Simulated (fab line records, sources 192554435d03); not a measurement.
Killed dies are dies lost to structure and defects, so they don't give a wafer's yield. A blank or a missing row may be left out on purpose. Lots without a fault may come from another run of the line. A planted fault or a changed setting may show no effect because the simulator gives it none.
Which tool did it? | flow n5_finfet | 24 lots, 72 wafers sampled, at 4 steps of a route of 1938

WHAT THE GAUGES READ, wafer by wafer
N5_BEOL_M14_INSPECT_12: inspects for defects (macro).
lot  | measured     | on                | raw_defect_count
L074 | day 11 16:37 | defect_inspect-01 | 3 1 0
L075 | day 11 23:36 | defect_inspect-01 | 1 0 1
L078 | day 12 14:41 | defect_inspect-02 | 1 1 1
L076 | day 12 19:27 | defect_inspect-01 | 2 3 4
L081 | day 13 03:38 | defect_inspect-01 | 4 1 4
L079 | day 13 07:18 | defect_inspect-02 | 3 2 2
L080 | day 13 07:20 | defect_inspect-01 | 2 2 2
L077 | day 13 08:20 | defect_inspect-01 | 2 2 4
L082 | day 13 17:14 | defect_inspect-01 | 2 2 1
L083 | day 13 21:20 | defect_inspect-01 | 0 2 3
L084 | day 13 21:37 | defect_inspect-01 | 2 1 1
L085 | day 14 05:00 | defect_inspect-02 | 4 1 2
L086 | day 14 10:16 | defect_inspect-02 | 1 2 3
L087 | day 14 11:19 | defect_inspect-02 | 4 2 2
L088 | day 15 10:27 | defect_inspect-02 | 4 1 2
L089 | day 15 13:53 | defect_inspect-01 | 2 3 5
L091 | day 15 17:22 | defect_inspect-02 | 0 1 2
L090 | day 16 05:13 | defect_inspect-01 | 0 2 2
L093 | day 16 06:32 | defect_inspect-01 | 0 2 1
L092 | day 16 06:43 | defect_inspect-01 | 0 1 0
L094 | day 16 07:05 | defect_inspect-01 | 4 1 2
L095 | day 17 09:58 | defect_inspect-02 | 1 0 2
L097 | day 17 12:58 | defect_inspect-01 | 2 4 1
L096 | day 17 14:12 | defect_inspect-01 | 2 1 1

N5_BEOL_M15_THK_MEAS_01.
lot  | measured     | on            | M15_ILD_THK (nm)
L074 | day 11 20:42 | film_metro-01 | 1613 1635 1599
L075 | day 12 06:53 | film_metro-01 | 1627 1668 1647
L078 | day 12 20:30 | film_metro-01 | 1567 1589 1583
L076 | day 13 00:34 | film_metro-02 | 1594 1588 1634
L081 | day 13 13:41 | film_metro-01 | 1628 1588 1666
L079 | day 13 17:46 | film_metro-02 | 1584 1594 1615
L080 | day 13 18:09 | film_metro-02 | 1606 1618 1663
L077 | day 13 18:50 | film_metro-02 | 1587 1611 1582
L082 | day 13 22:04 | film_metro-02 | 1576 1632 1606
L083 | day 14 01:50 | film_metro-02 | 1649 1674 1661
L084 | day 14 03:32 | film_metro-02 | 1609 1626 1646
L085 | day 14 09:29 | film_metro-01 | 1590 1628 1593
L086 | day 14 17:40 | film_metro-01 | 1604 1583 1633
L087 | day 14 17:22 | film_metro-02 | 1558 1618 1629
L088 | day 15 14:45 | film_metro-01 | 1590 1633 1659
L089 | day 15 19:52 | film_metro-01 | 1668 1662 1686
L091 | day 15 22:29 | film_metro-02 | 1573 1633 1602
L090 | day 16 09:48 | film_metro-02 | 1592 1607 1636
L093 | day 16 10:52 | film_metro-01 | 1577 1615 1626
L092 | day 16 11:28 | film_metro-02 | 1648 1639 1616
L094 | day 16 13:54 | film_metro-01 | 1621 1581 1638
L095 | day 17 16:18 | film_metro-02 | 1614 1638 1641
L097 | day 17 19:16 | film_metro-02 | 1584 1604 1604
L096 | day 17 19:58 | film_metro-02 | 1669 1679 1651

WHICH TOOL RAN EACH LOT (tool, then ch and the chambers of the sampled wafers, then the start)
lot  | N5_BEOL_M14_SPUTTER_44       | N5_BEOL_M14_SPUTTER_45
L074 | pvd_sputter-02, day 11 19:06 | pvd_sputter-02, day 11 19:11
L075 | pvd_sputter-01, day 12 04:53 | pvd_sputter-01, day 12 04:58
L078 | pvd_sputter-03, day 12 18:20 | pvd_sputter-03, day 12 18:25
L076 | pvd_sputter-03, day 12 23:02 | pvd_sputter-03, day 12 23:07
L081 | pvd_sputter-01, day 13 12:16 | pvd_sputter-01, day 13 12:21
L079 | pvd_sputter-02, day 13 15:56 | pvd_sputter-02, day 13 16:01
L080 | pvd_sputter-02, day 13 16:16 | pvd_sputter-02, day 13 16:20
L077 | pvd_sputter-02, day 13 16:37 | pvd_sputter-02, day 13 16:42
L082 | pvd_sputter-03, day 13 20:05 | pvd_sputter-03, day 13 20:10
L083 | pvd_sputter-03, day 14 00:17 | pvd_sputter-03, day 14 00:22
L084 | pvd_sputter-02, day 14 02:06 | pvd_sputter-02, day 14 02:11
L085 | pvd_sputter-01, day 14 08:04 | pvd_sputter-01, day 14 08:08
L086 | pvd_sputter-03, day 14 15:14 | pvd_sputter-03, day 14 15:19
L087 | pvd_sputter-02, day 14 14:56 | pvd_sputter-02, day 14 15:01
L088 | pvd_sputter-03, day 15 12:49 | pvd_sputter-03, day 15 12:53
L089 | pvd_sputter-01, day 15 18:23 | pvd_sputter-01, day 15 18:28
L091 | pvd_sputter-02, day 15 21:03 | pvd_sputter-02, day 15 21:08
L090 | pvd_sputter-03, day 16 08:23 | pvd_sputter-03, day 16 08:28
L093 | pvd_sputter-03, day 16 09:26 | pvd_sputter-03, day 16 09:31
L092 | pvd_sputter-03, day 16 10:02 | pvd_sputter-03, day 16 10:07
L094 | pvd_sputter-01, day 16 12:29 | pvd_sputter-01, day 16 12:34
L095 | pvd_sputter-01, day 17 14:50 | pvd_sputter-01, day 17 14:55
L097 | pvd_sputter-02, day 17 17:47 | pvd_sputter-02, day 17 17:52
L096 | pvd_sputter-01, day 17 18:07 | pvd_sputter-01, day 17 18:11
- N5_BEOL_M14_SPUTTER_44: material Ta, target thk 15 nm, time 24.19 s.
- N5_BEOL_M14_SPUTTER_45: material Cu, target thk 100 nm, time 16.67 s.

WHAT THE TOOLS THEMSELVES READ (means of the sampled wafers that have a number; where no wafer has one, the mark that the record gives instead)
N5_BEOL_M14_SPUTTER_44.
lot  | tool           | throttle_valve_pct (%)
L074 | pvd_sputter-02 | 29.5
L075 | pvd_sputter-01 | 29.4
L078 | pvd_sputter-03 | 30.7
L076 | pvd_sputter-03 | 30.2
L081 | pvd_sputter-01 | 30.0
L079 | pvd_sputter-02 | 28.6
L080 | pvd_sputter-02 | 29.4
L077 | pvd_sputter-02 | 29.8
L082 | pvd_sputter-03 | 30.6
L083 | pvd_sputter-03 | 30.3
L084 | pvd_sputter-02 | 28.3
L085 | pvd_sputter-01 | 30.1
L086 | pvd_sputter-03 | 29.9
L087 | pvd_sputter-02 | 29.2
L088 | pvd_sputter-03 | 30.5
L089 | pvd_sputter-01 | 29.8
L091 | pvd_sputter-02 | 30.2
L090 | pvd_sputter-03 | 30.2
L093 | pvd_sputter-03 | 30.4
L092 | pvd_sputter-03 | 30.7
L094 | pvd_sputter-01 | 30.0
L095 | pvd_sputter-01 | 30.1
L097 | pvd_sputter-02 | 29.4
L096 | pvd_sputter-01 | 29.8

N5_BEOL_M14_SPUTTER_45.
lot  | tool           | throttle_valve_pct (%)
L074 | pvd_sputter-02 | 29.4
L075 | pvd_sputter-01 | 29.4
L078 | pvd_sputter-03 | 30.6
L076 | pvd_sputter-03 | 30.2
L081 | pvd_sputter-01 | 29.9
L079 | pvd_sputter-02 | 28.8
L080 | pvd_sputter-02 | 29.6
L077 | pvd_sputter-02 | 29.8
L082 | pvd_sputter-03 | 30.6
L083 | pvd_sputter-03 | 30.5
L084 | pvd_sputter-02 | 28.4
L085 | pvd_sputter-01 | 30.1
L086 | pvd_sputter-03 | 30.0
L087 | pvd_sputter-02 | 29.0
L088 | pvd_sputter-03 | 30.4
L089 | pvd_sputter-01 | 30.1
L091 | pvd_sputter-02 | 30.3
L090 | pvd_sputter-03 | 30.3
L093 | pvd_sputter-03 | 30.3
L092 | pvd_sputter-03 | 30.8
L094 | pvd_sputter-01 | 30.1
L095 | pvd_sputter-01 | 30.2
L097 | pvd_sputter-02 | 29.5
L096 | pvd_sputter-01 | 29.8

THE ANSWER, worked out from the rows above alone
Rule: what is usual is taken from the lots themselves. Put in order of their means at a reading, lots are off if they are a third of the lots or fewer, leave a main group of 4 or more, and stand apart from it by a gap of 3 or more times the standard deviation of the main group's means; of several such gaps the widest counts. A main group whose means are all the same, to the digits that the tables above print for the reading, isn't used. A lot without any number at a reading at which 4 lots or more have one is off too. The other lots that the step has rows for count as sound. The gauges are gone through in route order, then the tools' own readings, and for those a lot's mean is taken as printed above. The first step at which some lot is off is used, and at that step the reading that is off furthest; a lot without a number counts as furthest.
No lot is off at any reading shown: from this, nothing can be told.

WHAT THE SIMULATOR HAD PUT IN
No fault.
